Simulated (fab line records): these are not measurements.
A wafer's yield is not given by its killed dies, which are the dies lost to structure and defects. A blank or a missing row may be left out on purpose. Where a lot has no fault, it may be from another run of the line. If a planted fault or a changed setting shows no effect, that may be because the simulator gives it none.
Matching of chambers ; flow nand-harc ; 4 sister chambers for NHARC_P_M2_CMP_23 on cmp-02
The step polishes, t overpolish 20 s, target thk 144.3 nm. 8 wafers are shown with their chamber, then 12 later ones without.

== EACH WAFER AND ITS CHAMBER ==
wafer;chamber;motor-current-A (A);time-to-endpoint-s (s)
L088.1;3;11.8;29.4
L088.4;1;10.7;29.7
L089.1;2;11.3;28.4
L089.2;3;12.9;28.0
L089.5;1;11.6;25.3
L093.1;2;11.4;29.7
L093.2;0;11.3;29.0
L093.6;0;11.5;27.6

== WAFERS WHOSE CHAMBER IS MISSING ==
wafer;motor-current-A (A);time-to-endpoint-s (s)
L095.1;10.3;25.3
L095.3;12.3;26.0
L095.6;11.1;26.9
L095.2;11.5;26.8
L095.4;11.7;24.2
L095.5;11.2;24.2
L096.2;13.4;25.7
L096.3;10.9;27.2
L096.4;11.5;31.1
L096.1;12.3;27.0
L096.5;10.6;29.7
L096.6;10.8;27.8

== EACH ONE'S CHAMBER ==
wafer;from the rows above;in truth
L095.1;can't be placed: 1 or 0 or 2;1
L095.3;can't be placed: 3 or 0 or 1 or 2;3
L095.6;can't be placed: 1 or 0 or 2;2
L095.2;can't be placed: 1 or 0 or 2 or 3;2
L095.4;can't be placed: 1 or 0 or 2 or 3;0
L095.5;can't be placed: 1 or 0 or 2 or 3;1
L096.2;can't be placed: 3 or 0 or 2 or 1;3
L096.3;can't be placed: 1 or 0 or 2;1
L096.4;can't be placed: 2 or 0 or 1 or 3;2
L096.1;can't be placed: 3 or 0 or 2 or 1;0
L096.5;can't be placed: 2 or 1 or 0 or 3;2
L096.6;can't be placed: 1 or 0 or 2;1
Correctly placed: 0 of 12. These rows do not allow placing 12 (true chamber among the candidates in 12). Wrongly placed: 0.
How it was worked out, from the rows above alone: a wafer's distance from a chamber is the root of the sum, over the readings, of the square of ((its reading less the chamber's mean) divided by the reading's scatter). The wafer belongs to the nearest chamber; if the next one is less than 2 further off, it can't be placed. A chamber's mean is the mean of its shown wafers. The scatter is the square root of a quotient: the sum, over the shown wafers, of each reading's squared deviation from its chamber's mean, divided by wafers minus chambers.
